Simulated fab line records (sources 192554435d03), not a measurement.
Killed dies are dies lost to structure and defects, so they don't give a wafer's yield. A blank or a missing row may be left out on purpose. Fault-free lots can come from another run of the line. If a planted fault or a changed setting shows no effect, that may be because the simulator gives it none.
A lot that was struck, set against a sound lot | flow n5-finfet | 14 steps out of a route of 1938
Sound: wafers L366.1, L366.3, L366.5. Struck: wafer L377.4 (left out: L377.1, a lot-mate that was not struck); the cause follows at the end.
For every step that has rows: the tool of each side, followed by ch and its chambers, followed by its first start. Under that, the readings that differ: sound wafers | struck wafers | difference of the means | sigmas: that difference in standard deviations of wafers without a fault.
alike: readings with means less than 2 such deviations apart, plus words and numbers identical on both sides. not compared: withheld readings, readings lacking a value on some wafer, bounds such as >300 that could conceal the same value, and numbers that have no deviation in the record and whose values overlap.
Wherever a step has rows on one side only, a row that says differs or no value, or a row with sigmas, the two part there. Non-overlapping numbers with no deviation appear without sigmas and do not part them. A reading missing from all wafers of one side parts the sides only when that side holds two or more wafers.

first, 2 steps without rows for these wafers: N5_BEOL_M15_PRECLEAN_39 (cleans in residue remover, time 60 s); N5_BEOL_M15_SRD_40 (time 30 s, dry time 30 s).
N5_BEOL_M15_DEGAS_41: time 60 s.
  sound on pvd-sputter-02, day 13 05:02; struck on pvd-sputter-02, day 15 17:34
  alike: heater-power-w
N5_BEOL_M15_PRE_CLEAN_42: time 30 s.
  sound on pvd-sputter-02, day 13 05:04; struck on pvd-sputter-02, day 15 17:37
  alike: heater-power-w
then, 1 step without rows for these wafers: N5_BEOL_M15_SPUTTER_43 (material TaN, target thk 15 nm, time 24.19 s).
N5_BEOL_M15_SPUTTER_44: material Ta, target thk 15 nm, time 24.19 s.
  sound on pvd-sputter-02, day 13 05:11; struck on pvd-sputter-02, day 15 17:44
  alike: bias-v, throttle-valve-pct
N5_BEOL_M15_SPUTTER_45: material Cu, target thk 100 nm, time 16.67 s.
  sound on pvd-sputter-02, day 13 05:16; struck on pvd-sputter-02, day 15 17:49
  alike: bias-v, chuck-gas-flow-sccm, throttle-valve-pct
then, 1 step without rows for these wafers: N5_BEOL_M15_ECD_47 (material Cu, target thk 1860 nm).
N5_BEOL_M15_ANNEAL_48: time 90 s.
  sound on rtp-anneal-02 ch 0, day 13 05:48; struck on rtp-anneal-02 ch 0, day 15 18:10
  alike: wafer_temp_C_max
then, 1 step without rows for these wafers: N5_BEOL_M15_CMP_49 (polishes, stops on SiO2, t overpolish 4.9 s, target thk 850 nm).
N5_BEOL_M15_THK_MEAS_50: measures by xrf.
  sound on film-metro-02, day 13 06:23; struck on film-metro-02, day 15 18:46
  reading      | sound       | struck | difference | sigmas
  M15_THK (nm) | 853 851 886 | 905    | +42        | +2
then, 1 step without rows for these wafers: N5_BEOL_M15_PRE_CLEAN_52 (time 15 s).
N5_BEOL_M15_DEP_53: deposits SiCN from 3MS/NH3, target thk 50 nm, time 17.8 s.
  sound on pecvd-02 ch 0,1,2, day 13 06:27; struck on pecvd-02 ch 1, day 15 18:49
  reading                                   | sound          | struck | difference | sigmas
  model.SiCN_of_BEOL_M15_DEP_53.thk-nm (nm) | 48.6 49.8 50.6 | 47     | -3         |
  alike: showerhead-plenum-p-Torr, throttle-valve-pct
N5_BEOL_M15_RS_MEAS_54: the measuring method here is four-point-probe.
  sound on film-metro-01, day 13 06:31; struck on film-metro-01, day 15 18:53
  alike: M15_RS

## WHERE THEY PART
Only at N5_BEOL_M15_THK_MEAS_50, within this record. Later steps at which nothing parts them and some readings are alike: N5_BEOL_M15_DEP_53, N5_BEOL_M15_RS_MEAS_54.

WHY: the cause the simulator had injected
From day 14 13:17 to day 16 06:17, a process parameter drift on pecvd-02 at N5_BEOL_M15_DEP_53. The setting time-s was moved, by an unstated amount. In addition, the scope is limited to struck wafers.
